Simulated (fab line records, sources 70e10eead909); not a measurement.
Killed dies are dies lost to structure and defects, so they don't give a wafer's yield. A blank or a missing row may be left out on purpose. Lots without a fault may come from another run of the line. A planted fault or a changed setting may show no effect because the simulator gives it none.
Chamber matching | flow nand_harc | NHARC_A_CHANNEL_HOLE_D2_DESCUM_15 on rie_diel-05: 4 sister chambers
The step chemistry O2, time 3 s. 4 wafers are shown with their chamber, then 8 later ones without.

WAFERS WITH THEIR CHAMBER
wafer  | chamber | drypump_motor_current_A (A)
L082.5 | 2       | 5.2
L084.2 | 1       | 6.5
L084.6 | 0       | 5.3
L088.2 | 3       | 4.8

WAFERS WITHOUT THEIR CHAMBER
wafer  | drypump_motor_current_A (A)
L088.4 | 4.8
L088.5 | 5.3
L092.3 | 5.2
L092.4 | 6.4
L092.6 | 5.3
L095.1 | 5.2
L095.2 | 6.5
L095.4 | 5.3

WHICH CHAMBER EACH WENT THROUGH
wafer  | from the rows above | in truth
L088.4 | 3                   | 3
L088.5 | 0                   | 0
L092.3 | 2                   | 2
L092.4 | 1                   | 1
L092.6 | 0                   | 0
L095.1 | 2                   | 2
L095.2 | 1                   | 1
L095.4 | 0                   | 0
Placed correctly: 8 of 8. Can't be placed from these rows: 0. Placed wrongly: 0.
How it was worked out, from the rows above alone: a wafer's distance from a chamber is the root of the sum, over the readings, of the square of ((its reading less the chamber's mean) divided by the reading's scatter). The wafer belongs to the nearest chamber; if the next one is less than 2 further off, it can't be placed. A chamber's mean is the mean of its shown wafers. The scatter: with one shown wafer a chamber, the root of the mean of the squares of how far each hidden wafer lies from its nearest shown one.
